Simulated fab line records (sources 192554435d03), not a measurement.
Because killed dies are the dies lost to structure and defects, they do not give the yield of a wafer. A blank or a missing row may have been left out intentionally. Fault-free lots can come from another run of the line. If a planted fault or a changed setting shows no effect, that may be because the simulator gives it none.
One fault seen from 2 desks + flow n5 finfet + every desk sees just its own numbers, and what lay behind them comes last

== THE METROLOGY DESK ==
What the gauges read for every lot (on any tool): the sampled wafers with a number, averaged. Any lot whose mean is over 4 standard deviations away from the usual mean is out of limits and marked OUT; that distance is given in the brackets. Readings shown: 7 out of 12 (the first out of limits, and those lying furthest out on some lot).
Columns: A = M2_RS at N5_BEOL_M2_RS_MEAS_58, usual 0.67 ohm/sq; B = M3_ILD_THK at N5_BEOL_M3_THK_MEAS_01, usual 78.8 nm; C = DIBL_N at N5_BEOL_M4_RC_MEAS_101, usual 36.0 mV/V; D = DIBL_P at N5_BEOL_M4_RC_MEAS_101, usual 36.7 mV/V; E = ION_P at N5_BEOL_M4_RC_MEAS_101, usual 461 uA/um; F = SS_P at N5_BEOL_M4_RC_MEAS_101, usual 73.4 mV/dec; G = VT_P at N5_BEOL_M4_RC_MEAS_101, usual -251 mV
| lot  | first seen here | A    | B               | C    | D    | E   | F    | G    |
|------|-----------------|------|-----------------|------|------|-----|------|------|
| L449 | day 7 05:23     | 0.71 | 79.4            | 36.4 | 36.8 | 463 | 73.9 | -253 |
| L451 | day 7 18:47     | 0.68 | 78.1            | 32.4 | 33.3 | 471 | 72.0 | -252 |
| L453 | day 8 13:29     | 0.69 | 80.0            | 36.4 | 38.8 | 469 | 74.3 | -246 |
| L456 | day 8 23:06     | 0.71 | 70.8 (-7.2) OUT | 35.9 | 38.1 | 463 | 73.6 | -251 |
| L462 | day 10 19:56    | 0.64 | 70.1 (-7.9) OUT | 36.1 | 36.8 | 465 | 73.6 | -250 |
| L464 | day 11 04:31    | 0.66 | 79.1            | 36.5 | 38.0 | 472 | 73.2 | -246 |
| L466 | day 11 19:57    | 0.65 | 78.3            | 35.6 | 37.0 | 455 | 73.5 | -254 |
| L469 | day 13 05:46    | 0.66 | 79.8            | 35.8 | 38.0 | 470 | 73.5 | -250 |
| L470 | day 13 07:40    | 0.65 | 78.9            | 36.0 | 37.0 | 454 | 73.2 | -256 |
Finding of this desk: L456, L462 out of limits, first seen on L456 at day 8 23:22 (M3_ILD_THK at N5_BEOL_M3_THK_MEAS_01). Within limits: L449, L451, L453, L464, L466, L469, L470.

== DESK OF THE TOOL OWNER: pecvd-01 ==
The tool's own readings at N5_BEOL_M3_ILD_DEP_00 (deposits SiOC from DEMS/O2, target thk 79 nm, time 15.3 s): means of the sampled wafers that have a number, for each lot that ran on this tool. Any lot whose mean is over 4 standard deviations away from the usual mean is out of limits and marked OUT; that distance is given in the brackets.
Columns: A = heater power w at N5_BEOL_M3_ILD_DEP_00, usual 514 W; B = rf fwd power W at N5_BEOL_M3_ILD_DEP_00, usual 494.2 W; C = showerhead plenum p Torr at N5_BEOL_M3_ILD_DEP_00, usual 5.693 Torr; D = susceptor temp C at N5_BEOL_M3_ILD_DEP_00, usual 349.99 C; E = throttle valve pct at N5_BEOL_M3_ILD_DEP_00, usual 11.9 %
| lot  | first seen here | A   | B     | C     | D      | E    |
|------|-----------------|-----|-------|-------|--------|------|
| L449 | day 7 05:28     | 547 | 495.7 | 5.667 | 349.86 | 11.9 |
| L453 | day 8 13:34     | 542 | 494.0 | 5.669 | 349.88 | 12.0 |
| L456 | day 8 23:17     | 487 | 492.8 | 5.674 | 350.05 | 11.7 |
| L462 | day 10 20:00    | 622 | 495.7 | 5.676 | 350.10 | 12.0 |
Finding of this desk: none of the 4 lots has anything out of limits.

== PUT TOGETHER ==
L456, L462 would have let the metrology desk raise an alarm at day 8 23:22.
Nothing out of limits was seen by the tool owner's desk.
The tool owner's desk has L456, L462 on record, within its limits.
The lots listed all ran N5_BEOL_M3_ILD_DEP_00 on pecvd-01.

== WHAT WAS PUT IN BY THE SIMULATOR ==
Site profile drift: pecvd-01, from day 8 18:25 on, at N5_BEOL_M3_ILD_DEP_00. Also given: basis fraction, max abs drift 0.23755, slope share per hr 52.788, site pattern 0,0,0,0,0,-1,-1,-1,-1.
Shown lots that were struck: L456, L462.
Per desk, hours elapsed from the start of the fault to the first reading out of limits: for the metrology desk, 5.
